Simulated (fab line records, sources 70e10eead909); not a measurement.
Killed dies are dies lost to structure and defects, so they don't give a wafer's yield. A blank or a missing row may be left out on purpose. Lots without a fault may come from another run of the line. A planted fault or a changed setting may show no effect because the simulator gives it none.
Chamber matching | flow nand_harc | NHARC_P_ZERO_WELL_DESCUM_26 on rie_diel-05: 4 sister chambers
The step chemistry O2, time 3 s. 4 wafers are shown with their chamber, then 7 later ones without.

WAFERS WITH THEIR CHAMBER
wafer  | chamber | showerhead_plenum_p_Torr (Torr)
L419.6 | 3       | 1.87
L420.6 | 1       | 1.87
L426.1 | 2       | 1.89
L426.3 | 0       | 2.02

WAFERS WITHOUT THEIR CHAMBER
wafer  | showerhead_plenum_p_Torr (Torr)
L426.6 | 1.89
L438.4 | 2.02
L438.5 | 1.86
L438.6 | 2.02
L439.1 | 1.86
L439.4 | 1.89
L439.6 | 2.02

WHICH CHAMBER EACH WENT THROUGH
wafer  | from the rows above     | in truth
L426.6 | 2                       | 2
L438.4 | 0                       | 0
L438.5 | can't be placed: 1 or 3 | 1
L438.6 | 0                       | 0
L439.1 | can't be placed: 1 or 3 | 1
L439.4 | 2                       | 2
L439.6 | 0                       | 0
Placed correctly: 5 of 7. Can't be placed from these rows: 2 (the true chamber is among the candidates in 2). Placed wrongly: 0.
How it was worked out, from the rows above alone: a wafer's distance from a chamber is the root of the sum, over the readings, of the square of ((its reading less the chamber's mean) divided by the reading's scatter). The wafer belongs to the nearest chamber; if the next one is less than 2 further off, it can't be placed. A chamber's mean is the mean of its shown wafers. The scatter: with one shown wafer a chamber, the root of the mean of the squares of how far each hidden wafer lies from its nearest shown one.
